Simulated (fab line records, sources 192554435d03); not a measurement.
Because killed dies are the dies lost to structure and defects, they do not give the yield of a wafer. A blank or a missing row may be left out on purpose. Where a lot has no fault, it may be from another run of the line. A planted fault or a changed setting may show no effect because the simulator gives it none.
One fault seen from 2 desks ; flow n5-finfet ; every desk sees just its own numbers, and what lay behind them comes last

== METROLOGY DESK ==
Means of the sampled wafers that have a number, per lot and without regard to the tool the lot ran on: this is what the gauges read. A lot is out of limits, marked OUT, if its mean lies more than 4 standard deviations from the usual mean; the brackets give that distance. It has 10 readings; the 7 that lie furthest out on some lot are the ones shown.
Columns: A = DIBL_P at N5_BEOL_M4_RC_MEAS_101, usual 36.3 mV/V; B = IOFF_N at N5_BEOL_M4_RC_MEAS_101, usual 0.155 nA/um; C = IOFF_P at N5_BEOL_M4_RC_MEAS_101, usual 0.211 nA/um; D = ION_N at N5_BEOL_M4_RC_MEAS_101, usual 672 uA/um; E = ION_P at N5_BEOL_M4_RC_MEAS_101, usual 462 uA/um; F = SS_N at N5_BEOL_M4_RC_MEAS_101, usual 71.5 mV/dec; G = VT_P at N5_BEOL_M4_RC_MEAS_101, usual -249.8 mV
lot;first seen here;A;B;C;D;E;F;G
L701;day 9 04:16;35.4;0.144;0.211;663;461;71.4;-251.6
L703;day 10 12:23;36.5;0.157;0.185;675;458;71.6;-252.5
L711;day 14 10:06;36.5;0.153;0.206;671;459;71.0;-251.5
L722;day 16 08:12;38.3;0.184;0.260;676;468;71.6;-246.3
L719;day 17 01:40;35.5;0.145;0.201;669;461;71.6;-250.4
L709;day 17 15:47;35.2;0.128;0.176;662;459;70.7;-253.2
This desk's finding: nothing out of limits on any of the 6 lots.

== THE TOOL OWNER'S DESK: rie-diel-02 ==
The tool's own readings at N5_BEOL_M2_ETCH_41 (etches SiCN in CH3F/O2, target depth 29.9 nm, time 52.5 s): means of the sampled wafers that have a number, for each lot that ran on this tool. A lot is out of limits, marked OUT, if its mean lies more than 4 standard deviations from the usual mean; the brackets give that distance.
Columns: A = drypump-motor-current-A at N5_BEOL_M2_ETCH_41, usual 5.7 A; B = oes-product-au at N5_BEOL_M2_ETCH_41, usual 0.80 a.u.; C = rf-vpp-V at N5_BEOL_M2_ETCH_41, usual 297.8 V; D = showerhead-plenum-p-Torr at N5_BEOL_M2_ETCH_41, usual 2.03 Torr; E = throttle-valve-pct at N5_BEOL_M2_ETCH_41, usual 16.34 %
lot;first seen here;A;B;C;D;E
L701;day 7 06:49;5.7;0.79;297.7;2.03;16.37
L703;day 8 01:51;5.7;0.74;297.1;1.97;16.37
L709;day 9 14:34;5.7;1.05;298.0;2.02;16.37
L711;day 11 00:55;5.7;1.01;296.3;1.96;16.42
This desk's finding: nothing out of limits on any of the 4 lots.

== TAKEN TOGETHER ==
Nothing out of limits was seen by the metrology desk.
The desk of the tool owner found nothing out of limits.

== WHAT THE SIMULATOR PUT IN ==
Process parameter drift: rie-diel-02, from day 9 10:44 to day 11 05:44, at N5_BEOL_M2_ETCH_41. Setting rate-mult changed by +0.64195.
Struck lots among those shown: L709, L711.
